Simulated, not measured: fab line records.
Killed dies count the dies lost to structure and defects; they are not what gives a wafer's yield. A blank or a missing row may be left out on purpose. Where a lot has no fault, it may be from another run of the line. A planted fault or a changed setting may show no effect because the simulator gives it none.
Chamber matching	flow n5_finfet	N5_FIN_SAQP_SPACER2_ALD_28 on ald_sin-01 has 4 sister chambers
The step deposits SiO2, target thk 8.1 nm, pulse time 1 s, purge time 2 s. 8 wafers are shown with their chamber, then 8 later ones without.

## WAFERS PAIRED WITH THEIR CHAMBERS
wafer	chamber	heater_power_w (W)	precursor_pulse_height_rel
L077.2	1	545	0.990
L077.5	0	558	1.010
L078.1	3	419	0.989
L078.5	1	558	1.009
L079.2	2	398	1.020
L079.4	0	542	1.034
L079.5	3	430	0.994
L082.3	2	395	0.992

## WAFERS WHOSE CHAMBER IS MISSING
wafer	heater_power_w (W)	precursor_pulse_height_rel
L082.4	423	0.970
L082.5	390	1.007
L086.1	538	1.009
L086.3	419	1.002
L086.5	548	0.985
L094.1	424	1.021
L094.4	401	0.962
L094.5	571	1.025

## WHICH CHAMBER EACH WENT THROUGH
wafer	from the rows above	in truth
L082.4	3	3
L082.5	2	2
L086.1	can't be placed: 0 or 1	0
L086.3	can't be placed: 3 or 2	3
L086.5	can't be placed: 1 or 0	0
L094.1	can't be placed: 3 or 2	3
L094.4	can't be placed: 2 or 3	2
L094.5	can't be placed: 0 or 1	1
Correctly placed: 2 of 8. Unplaceable from these rows: 6, with the true chamber sitting among the candidates in 6. 0 placed wrongly.
How it was worked out, from the rows above alone: a wafer's distance from a chamber is the root of the sum, over the readings, of the square of ((its reading less the chamber's mean) divided by the reading's scatter). If the next closest chamber is less than 2 further off than the closest, the wafer can't be placed; otherwise it belongs to the closest. For every chamber, the mean is computed from those of its wafers that are shown. The scatter: the root of (the sum of the squares of (reading less its chamber's mean) over the shown wafers, divided by (wafers less chambers)).
